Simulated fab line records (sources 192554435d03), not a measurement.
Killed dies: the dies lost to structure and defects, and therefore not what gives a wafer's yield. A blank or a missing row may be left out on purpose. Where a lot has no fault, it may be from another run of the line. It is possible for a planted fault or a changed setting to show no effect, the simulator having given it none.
Matching of chambers :: flow n5Finfet :: pecvd-04 running N5_FIN_SAQP_PECVD_47: 3 sister chambers
The step deposits a-Si from SiH4/He, target thk 45 nm, time 36.3 s. 6 wafers are shown with their chamber, then 7 later ones without.

WAFERS PAIRED WITH THEIR CHAMBERS
wafer: L087.4
chamber: 2
throttleValvePct (%): 20.9
showerheadPlenumPTorr (Torr): 5.62

wafer: L087.6
chamber: 1
throttleValvePct (%): 18.4
showerheadPlenumPTorr (Torr): 5.71

wafer: L089.1
chamber: 2
throttleValvePct (%): 20.9
showerheadPlenumPTorr (Torr): 5.62

wafer: L089.4
chamber: 0
throttleValvePct (%): 18.9
showerheadPlenumPTorr (Torr): 5.74

wafer: L093.2
chamber: 0
throttleValvePct (%): 18.6
showerheadPlenumPTorr (Torr): 5.75

wafer: L093.4
chamber: 1
throttleValvePct (%): 18.3
showerheadPlenumPTorr (Torr): 5.71

WAFERS MISSING THEIR CHAMBER
wafer: L093.6
throttleValvePct (%): 21.1
showerheadPlenumPTorr (Torr): 5.62

wafer: L096.1
throttleValvePct (%): 18.6
showerheadPlenumPTorr (Torr): 5.74

wafer: L096.2
throttleValvePct (%): 18.2
showerheadPlenumPTorr (Torr): 5.72

wafer: L096.6
throttleValvePct (%): 18.5
showerheadPlenumPTorr (Torr): 5.71

wafer: L097.2
throttleValvePct (%): 18.7
showerheadPlenumPTorr (Torr): 5.75

wafer: L097.3
throttleValvePct (%): 18.2
showerheadPlenumPTorr (Torr): 5.71

wafer: L097.5
throttleValvePct (%): 18.6
showerheadPlenumPTorr (Torr): 5.72

THE CHAMBER EACH PASSED THROUGH
wafer: L093.6
from the rows above: 2
in truth: 2

wafer: L096.1
from the rows above: 0
in truth: 0

wafer: L096.2
from the rows above: 1
in truth: 1

wafer: L096.6
from the rows above: 1
in truth: 1

wafer: L097.2
from the rows above: 0
in truth: 0

wafer: L097.3
from the rows above: 1
in truth: 1

wafer: L097.5
from the rows above: 1
in truth: 1
Placed correctly: 7 of 7. Left unplaced by these rows: 0. 0 placed wrongly.
How it was worked out, from the rows above alone: a wafer's distance from a chamber is the root of the sum, over the readings, of the square of ((its reading less the chamber's mean) divided by the reading's scatter). If the next closest chamber is less than 2 further off than the closest, the wafer can't be placed; otherwise it belongs to the closest. For every chamber, the mean is computed from those of its wafers that are shown. The scatter: the root of (the sum of the squares of (reading less its chamber's mean) over the shown wafers, divided by (wafers less chambers)).
